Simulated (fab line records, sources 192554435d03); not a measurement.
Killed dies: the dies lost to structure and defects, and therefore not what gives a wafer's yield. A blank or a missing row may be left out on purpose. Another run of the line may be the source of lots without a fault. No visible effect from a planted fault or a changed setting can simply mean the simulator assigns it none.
A struck lot beside a sound one :: flow n5 finfet :: 37 out of 1938 route steps
Sound: wafers L782.4, L782.5, L782.6. The struck wafers were L787.1, L787.3, L787.6. The cause comes at the end.
For every step that has rows: the tool of each side, followed by ch and its chambers, followed by its first start. Under that, the readings that differ: sound wafers :: struck wafers :: difference of the means :: sigmas: that difference in standard deviations of wafers without a fault.
alike: a reading whose means differ by less than 2 such deviations, as well as words and numbers matching on both sides. not compared: withheld readings; readings where some wafer has no value; bounds like >300 that might hide an equal value; numbers whose values overlap and for which the record gives no deviation.
A row with sigmas, a row that says differs or no value, or rows on one side alone: a step with any of these is where the two part. When numbers do not overlap yet have no deviation, they are printed without sigmas and do not part them. A reading missing from all wafers of one side parts the sides only when that side holds two or more wafers.

first, 2 steps without rows for these wafers: N5_BEOL_M2_ANNEAL_51 (time 90 s); N5_BEOL_M2_CMP_52 (polishes, stops on SiOC, t overpolish 6.8 s, target thk 40 nm).
N5_BEOL_M2_THK_MEAS_53: measures by xrf.
  struck on film metro-01, day 11 10:40; sound on film metro-01, day 10 02:14
  alike: M2_THK
then, 1 step without rows for these wafers: N5_BEOL_M2_PRE_CLEAN_60 (time 15 s).
N5_BEOL_M2_CO_CAP_55: material Co, precursor CCTBA/H2, target thk 2 nm, time 102.1 s.
  sound on cvd co-02 ch 0,1,2, day 10 02:21; struck on cvd co-01 ch 0,1, day 11 10:45
  alike: heater power w
then, 1 step without rows for these wafers: N5_BEOL_M2_PRE_CLEAN_56 (time 15 s).
N5_BEOL_M2_DEP_57: deposits SiCN from 3MS/NH3, target thk 8 nm, time 14 s.
  sound on pecvd-03 ch 0,1, day 10 02:28; struck on pecvd-03 ch 0,1, day 11 10:52
  alike: chamber pressure Torr, rf fwd power W, showerhead plenum p Torr, throttle valve pct
N5_BEOL_M2_RS_MEAS_58: uses a four-point probe to measure.
  struck on film metro-01, day 11 10:56; sound on film metro-02, day 10 02:32
  alike: M2_RS
N5_BEOL_M2_INSPECT_59: inspects for defects (darkfield).
  struck on defect inspect-02, day 11 10:58; sound on defect inspect-01, day 10 02:34
  alike: raw defect count
N5_BEOL_M3_ILD_DEP_00: deposits SiOC from DEMS/O2, target thk 79 nm, time 15.3 s.
  sound on pecvd-02 ch 0,1,2, day 10 02:37; struck on pecvd-02 ch 1,2, day 11 10:59
  alike: chamber pressure Torr, heater power outer w, heater power w, showerhead plenum p Torr, throttle valve pct
N5_BEOL_M3_THK_MEAS_01:
  struck on film metro-01, day 11 11:04; sound on film metro-01, day 10 02:40
  alike: M3_ILD_THK
then, 1 step without rows for these wafers: N5_BEOL_M3_PECVD_72 (deposits SiO2 from TEOS/O2, target thk 16 nm, time 18 s).
N5_BEOL_M3_HM_DEP_02: deposits TiN, target thk 20 nm.
  struck on pvd sputter-03, day 11 11:44; sound on pvd sputter-03, day 10 05:03
  no value came back on the struck wafers for chamber pressure pa (Pa), substrate temp c (C), throttle valve pct (%); on the sound wafers chamber pressure pa (Pa) reads 0.4990 0.5009 0.5005
then, 9 steps without rows for these wafers: N5_BEOL_M3_COAT_61 (time 60 s, resist thk 60 nm); N5_BEOL_M3_COAT_62 (time 60 s, resist thk 12 nm); N5_BEOL_M3_COAT_73 (time 60 s, resist thk 5 nm); N5_BEOL_M3_COAT_05 (resist thk 30 nm); N5_BEOL_M3_EBR_07; N5_BEOL_M3_SOFTBAKE_06 (time 60 s); N5_BEOL_M3_EXPOSE_08 (exposes mask M3); N5_BEOL_M3_PEB_09 (peb time 60 s); N5_BEOL_M3_DEVELOP_10 (develop time 30 s).
N5_BEOL_M3_CD_MEAS_11: target cd 17.05 nm.
  sound on cd sem-03 ch 0, day 10 05:34; struck on cd sem-02 ch 0, day 11 12:07
  alike: cd nm
N5_BEOL_M3_OVL_MEAS_12:
  sound on overlay-02 ch 0, day 10 05:37; struck on overlay-01 ch 0, day 11 12:09
  alike: M3_OVL
N5_BEOL_M3_INSPECT_13: inspects for defects (brightfield).
  struck on defect inspect-02, day 11 12:13; sound on defect inspect-01, day 10 05:39
reading: raw defect count
sound: 548 481 427
struck: 214 265 200
difference: -259
sigmas: -3
then, 3 steps without rows for these wafers: N5_BEOL_M3_DESCUM_16 (chemistry O2, time 7 s); N5_BEOL_M3_ETCH_74 (etches underlayer in N2/H2, target depth 6.5 nm, time 5.2 s); N5_BEOL_M3_ETCH_63 (etches SiARC in CF4, target depth 15.6 nm, time 26 s).
N5_BEOL_M3_ETCH_64: etches SOC in N2/H2, target depth 75 nm, overetch 15 nm, time 112.5 s.
  sound on rie diel-05 ch 0,1,3, day 10 05:48; struck on rie diel-05 ch 0,1, day 11 12:19
  alike: drypump motor current A, oes product au, rf vpp V, showerhead plenum p Torr, throttle valve pct
  not compared: rf hours counter h
then, 2 steps without rows for these wafers: N5_BEOL_M3_STRIP_65 (strips in N2/H2); N5_BEOL_M3_STRIP_75 (strips in N2/H2).
N5_BEOL_M3_STRIP_66: strips in CF4.
  sound on rie diel-05 ch 0,1,3, day 10 05:56; struck on rie diel-05 ch 0,1, day 11 12:27
  alike: drypump motor current A, oes product au, rf vpp V, showerhead plenum p Torr, throttle valve pct
  not compared: rf hours counter h
N5_BEOL_M3_HM_OPEN_17: chemistry Cl2/BCl3, target TiN, target depth 20 nm, overetch 6 nm.
  sound on rie metal-01 ch 0,1, day 10 06:00; struck on rie metal-03 ch 0, day 11 12:29
reading: oes product au (a.u.)
sound: 0.73 0.79 0.74
struck: 0.26 0.26 0.25
difference: -0.50
sigmas: -5

reading: throttle valve pct (%)
sound: 22.27 22.30 22.22
struck: 23.17 23.19 23.17
difference: +0.91
sigmas: +4

reading: model.etch.depth nm (nm)
sound: 19.92 19.79 20.4
struck: 0 0 0
difference: -20
sigmas: 
  alike: drypump motor current A, mfc ar sccm
  not compared: rf hours counter h
then, 1 step without rows for these wafers: N5_BEOL_M3_STRIP_19 (strips in O2).
N5_BEOL_M3_CD_MEAS_18: pitch 36 nm, target cd 18 nm.
  struck on cd sem-02, day 11 12:40; sound on cd sem-01, day 10 06:14
reading: cd nm (nm)
sound: 18.0 18.2 18.1
struck: - - -
difference: no value on the struck wafers
sigmas: 
then, 1 step without rows for these wafers: N5_BEOL_M3_COAT_67 (time 60 s, resist thk 60 nm).
N5_BEOL_M4_RC_MEAS_101:
  the record has rows for the sound wafers here (prober-02 ch 0, day 11 07:44) and none for the struck ones

WHERE THEY PART
At N5_BEOL_M3_HM_DEP_02 first; at N5_BEOL_M4_RC_MEAS_101 last (within this record only).

WHY: whatever the simulator had introduced
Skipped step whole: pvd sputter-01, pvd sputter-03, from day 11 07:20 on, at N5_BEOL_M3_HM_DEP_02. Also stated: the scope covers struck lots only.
